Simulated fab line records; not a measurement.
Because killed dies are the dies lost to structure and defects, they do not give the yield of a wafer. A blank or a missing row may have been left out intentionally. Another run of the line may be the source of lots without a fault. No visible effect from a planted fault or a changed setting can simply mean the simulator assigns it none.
Chamber matching / flow n5-finfet / pecvd-04 running N5_BEOL_M15_ILD_DEP_00: 3 sister chambers
The step deposits SiO2 from TEOS/O2, target thk 1629.3 nm, time 346.1 s. 3 wafers are shown with their chamber, then 8 later ones without.

WAFERS, EACH WITH ITS CHAMBER
wafer=L085.5; chamber=2; throttle-valve-pct (%)=19.2
wafer=L085.6; chamber=1; throttle-valve-pct (%)=19.1
wafer=L089.1; chamber=0; throttle-valve-pct (%)=18.0

WAFERS WITHOUT THEIR CHAMBER
wafer=L089.4; throttle-valve-pct (%)=18.2
wafer=L089.6; throttle-valve-pct (%)=19.2
wafer=L094.1; throttle-valve-pct (%)=18.9
wafer=L094.4; throttle-valve-pct (%)=19.5
wafer=L094.5; throttle-valve-pct (%)=17.9
wafer=L096.3; throttle-valve-pct (%)=17.8
wafer=L096.4; throttle-valve-pct (%)=19.4
wafer=L096.6; throttle-valve-pct (%)=18.2

WHICH CHAMBER EACH WENT THROUGH
wafer=L089.4; from the rows above=0; in truth=0
wafer=L089.6; from the rows above=can't be placed: 2 or 1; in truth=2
wafer=L094.1; from the rows above=can't be placed: 1 or 2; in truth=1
wafer=L094.4; from the rows above=can't be placed: 2 or 1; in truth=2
wafer=L094.5; from the rows above=0; in truth=0
wafer=L096.3; from the rows above=0; in truth=0
wafer=L096.4; from the rows above=can't be placed: 2 or 1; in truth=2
wafer=L096.6; from the rows above=0; in truth=0
Correct placement for 4 of the 8. From these rows, 4 cannot be placed; in 4 the true chamber is one of the candidates. Wrongly placed: 0.
How it was worked out, from the rows above alone: a wafer's distance from a chamber is the root of the sum, over the readings, of the square of ((its reading less the chamber's mean) divided by the reading's scatter). If the next closest chamber is less than 2 further off than the closest, the wafer can't be placed; otherwise it belongs to the closest. The mean given for a chamber averages the wafers shown for that chamber. The scatter (one wafer shown for each chamber): square how far every hidden wafer sits from the nearest shown wafer, average those squares and take the square root.
